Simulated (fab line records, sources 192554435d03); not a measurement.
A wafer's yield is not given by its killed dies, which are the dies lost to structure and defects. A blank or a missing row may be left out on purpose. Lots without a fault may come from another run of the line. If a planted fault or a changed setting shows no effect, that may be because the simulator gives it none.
Split-lot experiment | flow n5 finfet | route with 1938 steps; 7 lots, 21 wafers read

== SPLIT DETAILS ==
At N5_PMOS_HMC_CHANNEL_EPI_ETCH_32 (etches BARC in N2/H2, stops on SiO2, target depth 85.8 nm, time 50.3 s), the setting bias w was moved away from the recipe's 150 W on 8 of the 21 wafers read, by -10.4% to +12.5%. All remaining wafers had this setting at the recipe value.

Reading taken at the split's own step.

== THE READING ==
rf vpp V, in V, at N5_PMOS_HMC_CHANNEL_EPI_ETCH_32 (etches BARC in N2/H2, stops on SiO2, target depth 85.8 nm, time 50.3 s). Fault-free wafers of this fab line usually give 524.6 V, standard deviation 2.8 V.

wafer  | tool, chamber at the split | bias w as run, W | against the recipe | rf vpp V, V | against lot-mates on the recipe
L076.2 | rie diel-02, 2             | 150              | recipe             | 527.6       | -
L076.3 | rie diel-02, 3             | 150              | recipe             | 523.0       | -
L076.6 | rie diel-02, 3             | 150              | recipe             | 522.7       | -
L077.2 | rie diel-06, 0             | 150              | recipe             | 523.8       | -
L077.5 | rie diel-06, 2             | 141.4            | -5.7%              | 503.5       | -20.3
L077.6 | rie diel-06, 3             | 141.4            | -5.7%              | 506.6       | -17.2
L084.2 | rie diel-02, 3             | 150              | recipe             | 522.3       | -
L084.4 | rie diel-02, 0             | 137.7            | -8.2%              | 493.2       | -29.1
L084.6 | rie diel-02, 1             | 137.7            | -8.2%              | 500.2       | -22.1
L086.1 | rie diel-02, 3             | 150              | recipe             | 522.1       | -
L086.3 | rie diel-02, 1             | 158.1            | +5.4%              | 545.0       | +22.8
L086.5 | rie diel-02, 3             | 150              | recipe             | 522.2       | -
L087.1 | rie diel-02, 0             | 150              | recipe             | 519.4       | -
L087.2 | rie diel-02, 3             | 165.3            | +10.2%             | 556.4       | +32.8
L087.5 | rie diel-02, 1             | 150              | recipe             | 527.8       | -
L094.1 | rie diel-02, 1             | 150              | recipe             | 527.9       | -
L094.5 | rie diel-02, 2             | 150              | recipe             | 525.7       | -
L094.6 | rie diel-02, 1             | 168.8            | +12.5%             | 568.7       | +41.9
L096.3 | rie diel-06, 2             | 150              | recipe             | 522.8       | -
L096.4 | rie diel-06, 3             | 134.4            | -10.4%             | 491.4       | -33.8
L096.6 | rie diel-06, 1             | 150              | recipe             | 527.5       | -

FIT RESULTS
A straight line over all 21 wafers: rf vpp V changes by +3.36 V for each +1% of bias w; r = +0.99; the points scatter about the line by 2.7 V.
The same after taking each lot's own level away (the mean of its wafers on the recipe; 21 wafers): +3.3 V for each +1%; r = +0.99; scatter 2.5 V.
Per that fit: largest bias w move, reading shift of 41 V.
Across the lots, their own levels run from 522.15 to 526.80 V, a range of 1.7 times the standard deviation given above.
The two slopes agree, so the slope changes little with the lot-to-lot level.
Check: +41.6 V against its lot-mates is what the line predicts for one of the wafers moved furthest among these (+12.5%) when that wafer is left out of the fit. Against them it came out at +41.9 V.
Tool readings at the split's step, against how far the setting was moved: rf vpp V r = +0.99.

== OTHER SPLITS ON THESE WAFERS ==
These wafers also went through other splits before the reading. Each is held against what the fit with the lots' levels taken away leaves over:
other split on the same wafers            | wafers away from the commonest value | r with rf vpp V (lot level and that fit taken away)
N5_ZERO_LAYER_COAT_05 spin rpm            | 4                                    | -0.09
N5_ZERO_LAYER_DEVELOP_10 develop time s   | 10                                   | +0.13
N5_PMOS_HMC_CHANNEL_EPI_EXPOSE_06 dose mj | 8                                    | +0.05

== FILE'S OWN FIT ==
rf vpp V changes by +3.31 V for each +1% of bias w, r = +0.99.
